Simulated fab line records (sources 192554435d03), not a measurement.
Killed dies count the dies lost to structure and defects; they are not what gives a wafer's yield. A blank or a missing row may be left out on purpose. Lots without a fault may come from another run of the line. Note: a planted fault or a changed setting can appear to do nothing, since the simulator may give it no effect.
Matching of chambers ; flow n5Finfet ; pecvd-04 running N5_GATE_CUT_HM_DEP_46: 3 sister chambers
The step deposits SiO2 from TEOS/O2, target thk 130 nm, time 26.6 s. 16 wafers are shown with their chamber, then 8 later ones without.

== WAFERS, EACH WITH ITS CHAMBER ==
wafer;chamber;throttleValvePct (%);showerheadPlenumPTorr (Torr);heaterPowerW (W)
L079.1;2;18.1;8.35;621
L079.2;0;20.6;8.29;713
L079.3;1;19.5;8.40;583
L079.4;2;17.8;8.36;593
L079.5;1;19.5;8.37;580
L079.6;0;21.0;8.28;733
L081.2;1;19.6;8.39;711
L081.4;1;19.4;8.38;536
L081.5;0;21.0;8.27;624
L086.3;1;19.5;8.38;699
L086.4;0;20.7;8.27;744
L086.6;2;18.1;8.36;643
L090.3;1;19.8;8.39;689
L090.4;1;19.6;8.38;678
L090.6;0;20.8;8.28;816
L094.2;0;20.7;8.28;812

SIGNATURES (averages over the wafers above)
reading;chamber 0;chamber 1;chamber 2;scatter within a chamber
throttleValvePct;20.800;19.557;18.000;0.151
showerheadPlenumPTorr;8.2783;8.3843;8.3567;0.00842
heaterPowerW;740.33;639.43;619.00;65.9
Rule: a wafer's distance from a chamber is the root of the sum, over the readings, of the square of ((its reading less the chamber's mean) divided by the reading's scatter). If the next closest chamber is less than 2 further off than the closest, the wafer can't be placed; otherwise it belongs to the closest. How the scatter is found: for the shown wafers, subtract from each reading the mean of its chamber, square and add these, divide the total by (wafers less chambers), then take the root.

== WAFERS WHOSE CHAMBER IS MISSING ==
wafer;throttleValvePct (%);showerheadPlenumPTorr (Torr);heaterPowerW (W)
L094.3;18.1;8.37;570
L094.6;21.0;8.28;798
L097.1;18.2;8.37;648
L097.2;19.6;8.39;559
L097.3;20.7;8.31;808
L097.4;21.2;8.27;628
L097.5;19.6;8.41;590
L097.6;18.2;8.36;649

== THE CHAMBER EACH PASSED THROUGH ==
wafer;from the rows above;in truth
L094.3;2;2
L094.6;0;0
L097.1;2;2
L097.2;1;1
L097.3;0;0
L097.4;0;0
L097.5;1;1
L097.6;2;2
8 of 8 placed correctly. Left unplaced by these rows: 0. 0 placed wrongly.
